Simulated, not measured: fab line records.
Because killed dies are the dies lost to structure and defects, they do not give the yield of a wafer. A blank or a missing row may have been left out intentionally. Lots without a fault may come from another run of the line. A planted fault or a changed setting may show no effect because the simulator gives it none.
Chamber matching ; flow n5-finfet ; N5_GATE_CUT_DESCUM_18 on rie-diel-06 has 4 sister chambers
The step chemistry O2, time 7 s. 16 wafers are shown with their chamber, then 8 later ones without.

== EACH WAFER AND ITS CHAMBER ==
wafer;chamber;showerhead-plenum-p-Torr (Torr);drypump-motor-current-A (A);throttle-valve-pct (%)
L075.1;3;2.07;5.4;20.59
L075.2;1;2.18;5.6;20.83
L075.3;0;2.06;5.2;20.53
L075.4;2;2.01;6.4;20.26
L075.5;2;2.01;6.4;20.26
L075.6;1;2.18;5.6;20.82
L078.1;2;2.01;6.4;20.26
L078.4;0;2.06;5.2;20.52
L078.6;0;2.06;5.2;20.55
L082.1;3;2.07;5.4;20.63
L082.2;1;2.17;5.6;20.84
L082.3;3;2.07;5.5;20.63
L082.4;1;2.17;5.6;20.82
L082.5;3;2.07;5.4;20.61
L082.6;1;2.17;5.6;20.84
L085.2;1;2.17;5.6;20.85

SIGNATURES, as means of the wafers listed above
reading;chamber 0;chamber 1;chamber 2;chamber 3;scatter within a chamber
showerhead-plenum-p-Torr;2.0600;2.1733;2.0100;2.0700;0.00333
drypump-motor-current-A;5.200;5.600;6.400;5.425;0.025
throttle-valve-pct;20.5333;20.8333;20.2600;20.6150;0.0138
Rule: for a wafer and a chamber, the distance is found by dividing, reading by reading, the gap between the wafer's reading and the chamber's mean by the reading's scatter, squaring, summing and taking the root. The wafer belongs to the nearest chamber; if the next one is less than 2 further off, it can't be placed. The scatter: the root of (the sum of the squares of (reading less its chamber's mean) over the shown wafers, divided by (wafers less chambers)).

== WAFERS MISSING THEIR CHAMBER ==
wafer;showerhead-plenum-p-Torr (Torr);drypump-motor-current-A (A);throttle-valve-pct (%)
L085.3;2.07;5.5;20.61
L085.4;2.06;5.2;20.24
L091.1;2.06;5.2;20.25
L091.3;2.06;5.4;20.62
L091.6;2.01;6.4;20.28
L097.1;2.01;6.4;20.29
L097.2;2.16;5.6;20.88
L097.5;2.05;5.2;20.27

== EACH ONE'S CHAMBER ==
wafer;from the rows above;in truth
L085.3;3;3
L085.4;0;0
L091.1;0;0
L091.3;3;3
L091.6;2;2
L097.1;2;2
L097.2;1;1
L097.5;0;0
Correct placement for 8 of the 8. Can't be placed from these rows: 0. Number placed wrongly: 0.
